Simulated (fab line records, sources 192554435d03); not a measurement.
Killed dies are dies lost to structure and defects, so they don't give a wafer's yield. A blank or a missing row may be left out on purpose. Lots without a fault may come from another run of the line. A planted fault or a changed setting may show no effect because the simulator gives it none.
Chamber matching | flow n5_finfet | N5_GATE_CUT_CMP_43 on cmp-04: 4 sister chambers
The step polishes SiO2. 4 wafers are shown with their chamber, then 11 later ones without.

WAFERS WITH THEIR CHAMBER
wafer  | chamber | motor_current_A (A)
L086.2 | 0       | 12.3
L086.3 | 2       | 11.6
L086.6 | 3       | 13.3
L088.3 | 1       | 11.0

WAFERS WITHOUT THEIR CHAMBER
wafer  | motor_current_A (A)
L088.4 | 12.6
L088.6 | 13.9
L089.1 | 11.2
L089.2 | 12.5
L089.3 | 12.1
L090.1 | 11.4
L090.2 | 11.4
L090.5 | 13.3
L097.3 | 11.9
L097.4 | 13.1
L097.5 | 12.6

WHICH CHAMBER EACH WENT THROUGH
wafer  | from the rows above     | in truth
L088.4 | can't be placed: 0 or 3 | 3
L088.6 | 3                       | 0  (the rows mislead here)
L089.1 | can't be placed: 1 or 2 | 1
L089.2 | 0                       | 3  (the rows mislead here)
L089.3 | can't be placed: 0 or 2 | 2
L090.1 | can't be placed: 2 or 1 | 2
L090.2 | can't be placed: 2 or 1 | 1
L090.5 | 3                       | 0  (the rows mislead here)
L097.3 | can't be placed: 2 or 0 | 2
L097.4 | 3                       | 3
L097.5 | can't be placed: 0 or 3 | 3
Placed correctly: 1 of 11. Can't be placed from these rows: 7 (the true chamber is among the candidates in 7). Placed wrongly: 3.
How it was worked out, from the rows above alone: a wafer's distance from a chamber is the root of the sum, over the readings, of the square of ((its reading less the chamber's mean) divided by the reading's scatter). The wafer belongs to the nearest chamber; if the next one is less than 2 further off, it can't be placed. A chamber's mean is the mean of its shown wafers. The scatter: with one shown wafer a chamber, the root of the mean of the squares of how far each hidden wafer lies from its nearest shown one.
